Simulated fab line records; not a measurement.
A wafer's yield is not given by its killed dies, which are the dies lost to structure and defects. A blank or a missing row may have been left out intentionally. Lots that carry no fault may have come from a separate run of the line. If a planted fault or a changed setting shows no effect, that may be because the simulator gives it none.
The tool behind it: which one? -- flow n5-finfet -- route of 1938 steps, sampled at 1 step: 11 lots, 33 wafers

## WHAT EACH GAUGE READ, for each wafer
N5_BEOL_M5_OVL_MEAS_29.
lot,measured,on,V4_OVL (nm)
L855,day 8 09:31,overlay-01,-0.5 -0.8 -1.5
L857,day 9 00:53,overlay-01,0.8 1.2 0.3
L859,day 9 08:50,overlay-02,1.1 -0.7 0.2
L860,day 9 14:13,overlay-02,-1.1 -0.5 -1.2
L863,day 11 01:11,overlay-02,0.1 -0.3 -1.3
L864,day 11 01:47,overlay-02,-0.4 -0.6 0.4
L865,day 12 01:46,overlay-01,-0.9 -1.0 -0.3
L868,day 12 08:19,overlay-02,-0.6 1.0 0.1
L870,day 12 08:45,overlay-01,-0.5 -0.2 -0.6
L869,day 12 13:48,overlay-02,0.2 -0.1 1.0
L872,day 13 01:05,overlay-02,-0.7 -1.0 -0.8

## WHICH TOOL RAN EACH LOT (tool, then ch and the chambers of the sampled wafers, then the start)
Before these readings, the record contains no process step.

## THE ANSWER, worked out from the rows above alone
Rule: the lots themselves supply what counts as usual. Put in order of their means at a reading, lots are off if they are a third of the lots or fewer, leave a main group of 4 or more, and stand apart from it by a gap of 3 or more times the standard deviation of the main group's means; of several such gaps the widest counts. If all means in a main group match to the digits the tables above print for the reading, that group is not used. A lot without any number at a reading at which 4 lots or more have one is off too. The other lots that the step has rows for count as sound.
Nothing can be told from this: no lot is off at any reading shown.

## WHAT WAS PUT IN BY THE SIMULATOR
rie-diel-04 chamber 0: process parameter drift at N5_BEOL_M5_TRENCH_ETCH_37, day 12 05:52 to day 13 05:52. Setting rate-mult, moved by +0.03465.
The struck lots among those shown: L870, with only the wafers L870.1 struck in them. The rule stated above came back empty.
